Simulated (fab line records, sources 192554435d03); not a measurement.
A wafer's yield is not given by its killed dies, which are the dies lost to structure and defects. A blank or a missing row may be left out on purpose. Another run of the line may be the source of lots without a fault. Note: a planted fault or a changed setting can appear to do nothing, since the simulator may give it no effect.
Which tool is to blame? | flow n5_finfet | 27 wafers from 9 lots sampled at 4 of the route's 1938 steps

## WHAT THE GAUGES SHOWED, per wafer
N5_BEOL_M4_RC_MEAS_101.
lot  | measured     | on        | DIBL_N (mV/V)  | DIBL_P (mV/V)  | EOT_P             | IGATE_P (nA/um)      | IOFF_N (nA/um) | IOFF_N_85C (nA/um) | IOFF_N_LIN (nA/um) | IOFF_N_LONG (nA/um)        | IOFF_P (nA/um) | IOFF_P_85C (nA/um) | IOFF_P_LIN (nA/um) | IOFF_P_LONG (nA/um)        | ION_N (uA/um) | ION_P (uA/um) | SS_N (mV/dec)  | SS_P (mV/dec)  | VT_N (mV)   | VT_N_LONG (mV)    | VT_N_LVT (mV) | VT_P (mV)      | VT_P_LONG (mV)       | VT_P_LVT (mV)
L269 | day 7 19:40  | prober-02 | 35.0 35.8 35.0 | 34.4 36.3 35.2 | 10.43 10.38 10.40 | 0.0038 0.0039 0.0041 | 0.15 0.17 0.15 | 2.9 3.2 2.9        | 0.068 0.079 0.071  | 5.78e-05 5.82e-05 5.82e-05 | 0.16 0.19 0.17 | 2.9 3.3 3.1        | 0.082 0.093 0.088  | 0.000106 0.000105 0.000105 | 664 691 671   | 450 467 459   | 71.5 72.1 72.0 | 73.0 73.8 72.7 | 250 248 248 | 270.8 270.6 273.1 | 98 95 98      | -254 -252 -252 | -278.0 -279.0 -277.6 | -101 -97 -100
L270 | day 8 15:25  | prober-01 | 34.9 32.9 34.9 | 36.2 34.3 36.9 | 10.47 10.53 10.42 | 0.0040 0.0037 0.0037 | 0.17 0.14 0.17 | 3.3 2.8 3.4        | 0.079 0.069 0.082  | 5.81e-05 5.83e-05 5.8e-05  | 0.23 0.20 0.25 | 3.9 3.5 4.2        | 0.108 0.099 0.117  | 0.000112 0.000117 0.000117 | 675 669 677   | 468 463 476   | 71.4 71.4 71.0 | 74.0 72.7 72.8 | 247 250 245 | 275.0 272.9 273.6 | 96 99 95      | -246 -250 -246 | -272.1 -271.9 -272.3 | -96 -98 -94
L276 | day 9 17:13  | prober-01 | 36.0 39.2 38.9 | 35.7 39.2 39.0 | 10.41 10.45 10.42 | 0.0040 0.0037 0.0037 | 0.15 0.21 0.20 | 2.9 3.9 3.8        | 0.067 0.088 0.086  | 5.32e-05 5.3e-05 5.31e-05  | 0.20 0.27 0.25 | 3.5 4.5 4.2        | 0.095 0.118 0.111  | 0.000105 0.00011 0.000108  | 665 683 676   | 462 468 470   | 71.5 72.0 72.2 | 72.8 74.2 73.1 | 254 251 248 | 274.3 275.1 274.8 | 101 97 98     | -250 -248 -250 | -274.5 -274.2 -272.3 | -100 -95 -96
L275 | day 10 00:50 | prober-01 | 38.6 36.7 35.0 | 40.7 37.9 36.7 | 10.71 10.53 10.57 | 0.0023 0.0035 0.0026 | 0.21 0.17 0.13 | 3.9 3.3 2.6        | 0.092 0.077 0.062  | 5.38e-05 5.28e-05 5.22e-05 | 0.24 0.19 0.17 | 4.2 3.4 3.0        | 0.109 0.092 0.082  | 0.000101 0.0001 9.6e-05    | 691 683 665   | 467 459 451   | 72.3 72.1 71.1 | 73.7 72.5 72.8 | 247 249 254 | 277.6 276.3 275.7 | 95 98 101     | -250 -251 -255 | -276.7 -278.5 -275.8 | -98 -101 -103
L277 | day 9 22:04  | prober-02 | 36.3 38.0 36.0 | 36.0 39.9 36.2 | 10.60 10.67 10.42 | 0.0030 0.0029 0.0044 | 0.15 0.19 0.15 | 2.9 3.6 2.9        | 0.066 0.085 0.068  | 5.35e-05 5.31e-05 5.35e-05 | 0.18 0.26 0.19 | 3.2 4.2 3.4        | 0.087 0.111 0.090  | 0.000107 0.000103 0.000106 | 663 677 667   | 455 462 458   | 71.7 71.8 71.1 | 73.6 74.1 73.6 | 251 249 249 | 275.8 274.8 275.2 | 99 95 98      | -253 -249 -251 | -275.8 -276.2 -276.6 | -101 -96 -100
L278 | day 10 02:31 | prober-01 | 37.6 34.9 38.6 | 38.2 34.9 38.6 | 10.63 10.57 10.57 | 0.0033 0.0032 0.0030 | 0.20 0.14 0.20 | 3.7 2.7 3.7        | 0.087 0.065 0.086  | 5.69e-05 5.62e-05 5.67e-05 | 0.24 0.19 0.25 | 4.2 3.4 4.3        | 0.110 0.092 0.112  | 0.000106 0.000105 0.000109 | 682 667 682   | 460 458 465   | 72.5 71.6 72.4 | 74.0 72.9 73.3 | 248 252 247 | 272.7 273.1 270.5 | 95 101 98     | -248 -252 -247 | -279.7 -275.4 -276.0 | -96 -100 -97
L279 | day 10 06:25 | prober-01 | 38.0 38.2 36.5 | 37.8 37.2 35.5 | 10.25 10.34 10.47 | 0.0054 0.0042 0.0039 | 0.20 0.20 0.17 | 3.7 3.7 3.2        | 0.089 0.084 0.077  | 5.58e-05 5.6e-05 5.67e-05  | 0.24 0.23 0.20 | 4.0 4.0 3.6        | 0.106 0.105 0.096  | 0.0001 0.000107 0.000107   | 686 677 687   | 463 461 469   | 71.9 72.3 71.7 | 74.3 73.8 74.4 | 244 248 249 | 275.9 275.3 274.8 | 95 96 96      | -250 -251 -252 | -275.8 -279.1 -275.9 | -98 -99 -99
L282 | day 11 16:23 | prober-02 | 35.2 37.3 37.4 | 34.5 37.3 39.5 | 10.53 10.44 10.87 | 0.0034 0.0038 0.0008 | 0.14 0.16 0.00 | 2.7 3.1 0.0        | 0.063 0.074 0.000  | 5.62e-05 5.44e-05 3e-05    | 0.18 0.22 5.64 | 3.2 3.8 57.4       | 0.090 0.104 2.500  | 0.000105 0.000106 0.000734 | 667 684 258   | 459 467 581   | 70.5 71.4 71.2 | 72.1 72.6 73.3 | 252 250 444 | 277.3 275.1 470.5 | 100 99 294    | -250 -250 -162 | -273.8 -274.5 -213.0 | -100 -98 -11
L285 | day 12 01:48 | prober-02 | 31.7 34.4 33.8 | 31.2 36.5 34.5 | 10.42 10.80 10.55 | 0.0041 0.0007 0.0036 | 0.09 0.00 0.12 | 1.9 0.0 2.5        | 0.045 0.000 0.060  | 5.59e-05 3.03e-05 5.49e-05 | 0.13 4.31 0.18 | 2.5 45.5 3.2       | 0.074 2.132 0.092  | 0.000107 0.000718 0.000113 | 654 250 667   | 456 577 469   | 70.2 70.6 70.6 | 71.9 73.2 72.2 | 258 451 251 | 274.3 471.5 274.8 | 108 303 101   | -256 -164 -251 | -275.7 -214.6 -275.6 | -104 -14 -101

## TOOL THAT RAN EACH LOT (tool first, then ch and the chambers of the sampled wafers, then the start)
lot  | N5_HKMG_FIN_CVD_62                      | N5_BEOL_M4_ANNEAL_51             | N5_BEOL_M4_PRE_CLEAN_60
L269 | thermal_cvd_si-02 ch 0,2, day 4 02:19   | rtp_anneal-01 ch 0, day 7 18:38  | cvd_co-02 ch 0,2, day 7 19:14
L270 | thermal_cvd_si-02 ch 0,1,2, day 4 12:46 | rtp_anneal-02 ch 0, day 8 14:16  | cvd_co-01 ch 0,1,2, day 8 14:49
L276 | thermal_cvd_si-02 ch 1,2, day 5 22:40   | rtp_anneal-02 ch 0, day 9 16:10  | cvd_co-01 ch 0,1, day 9 16:46
L275 | thermal_cvd_si-01 ch 0,2, day 6 00:19   | rtp_anneal-02 ch 0, day 9 23:54  | cvd_co-01 ch 0,2, day 10 00:32
L277 | thermal_cvd_si-02 ch 0,1,2, day 6 06:30 | rtp_anneal-02 ch 0, day 9 20:49  | cvd_co-02 ch 0,1,2, day 9 21:20
L278 | thermal_cvd_si-01 ch 0,2, day 6 08:55   | rtp_anneal-02 ch 0, day 10 01:26 | cvd_co-02 ch 0,1,2, day 10 02:14
L279 | thermal_cvd_si-02 ch 1,2, day 6 18:13   | rtp_anneal-02 ch 0, day 10 05:18 | cvd_co-02 ch 1,2, day 10 05:50
L282 | thermal_cvd_si-02 ch 0,1,2, day 7 14:16 | rtp_anneal-02 ch 0, day 11 15:19 | cvd_co-02 ch 0,1, day 11 16:07
L285 | thermal_cvd_si-02 ch 0,1,2, day 8 01:04 | rtp_anneal-01 ch 0, day 12 00:35 | cvd_co-02 ch 0,2, day 12 01:13
- N5_HKMG_FIN_CVD_62: deposits a-Si from Si2H6, target thk 3 nm, time 20.8 s.
- N5_BEOL_M4_ANNEAL_51: time 90 s.
- N5_BEOL_M4_PRE_CLEAN_60: time 15 s.

## WHAT THE TOOLS THEMSELVES READ (means of the sampled wafers that have a number; where no wafer has one, the mark that the record gives instead)
N5_HKMG_FIN_CVD_62.
lot  | tool              | heater_power_w (W) | susceptor_temp_C (C)
L269 | thermal_cvd_si-02 | 1491               | 499.73
L270 | thermal_cvd_si-02 | 1556               | 499.94
L276 | thermal_cvd_si-02 | 1444               | 500.13
L275 | thermal_cvd_si-01 | 1462               | 500.00
L277 | thermal_cvd_si-02 | 1577               | 500.06
L278 | thermal_cvd_si-01 | 1493               | 499.93
L279 | thermal_cvd_si-02 | 1460               | 500.15
L282 | thermal_cvd_si-02 | 1570               | 499.92
L285 | thermal_cvd_si-02 | 1551               | 500.12

N5_BEOL_M4_ANNEAL_51.
lot  | tool          | wafer_temp_C_max
L269 | rtp_anneal-01 | 225.99
L270 | rtp_anneal-02 | 225.74
L276 | rtp_anneal-02 | 225.79
L275 | rtp_anneal-02 | 226.09
L277 | rtp_anneal-02 | 225.51
L278 | rtp_anneal-02 | 225.75
L279 | rtp_anneal-02 | 225.92
L282 | rtp_anneal-02 | 225.71
L285 | rtp_anneal-01 | 225.76

N5_BEOL_M4_PRE_CLEAN_60.
lot  | tool      | heater_power_w (W)
L269 | cvd_co-02 | 89
L270 | cvd_co-01 | 79
L276 | cvd_co-01 | 92
L275 | cvd_co-01 | 69
L277 | cvd_co-02 | 86
L278 | cvd_co-02 | 87
L279 | cvd_co-02 | 90
L282 | cvd_co-02 | 81
L285 | cvd_co-02 | 88

## THE ANSWER, worked out from the rows above alone
Rule: usual is defined by the lots themselves. Put in order of their means at a reading, lots are off if they are a third of the lots or fewer, leave a main group of 4 or more, and stand apart from it by a gap of 3 or more times the standard deviation of the main group's means; of several such gaps the widest counts. A main group whose means are all the same, to the digits that the tables above print for the reading, isn't used. A lot without any number at a reading at which 4 lots or more have one is off too. Any other lot the step has rows for is counted as sound. The gauges are gone through in route order, then the tools' own readings, and for those a lot's mean is taken as printed above. At the first step where some lot is off, the reading lying furthest off is the one used; lots without a number count as furthest.
Off: L282, L285, at N5_BEOL_M4_RC_MEAS_101 (IOFF_P_LIN). The main group has a mean of 0.100 nA/um with a standard deviation of 0.0071.
If a tool, at a process step before that reading, ran all the lots that are off and no sound lot after the first of them, it fits. The gauges at N5_BEOL_M4_RC_MEAS_101 are tried like those tools. Can't be told from this: 3 tools fit, thermal_cvd_si-02 at N5_HKMG_FIN_CVD_62, cvd_co-02 at N5_BEOL_M4_PRE_CLEAN_60, prober-02 at N5_BEOL_M4_RC_MEAS_101.

## WHAT WAS PUT IN BY THE SIMULATOR
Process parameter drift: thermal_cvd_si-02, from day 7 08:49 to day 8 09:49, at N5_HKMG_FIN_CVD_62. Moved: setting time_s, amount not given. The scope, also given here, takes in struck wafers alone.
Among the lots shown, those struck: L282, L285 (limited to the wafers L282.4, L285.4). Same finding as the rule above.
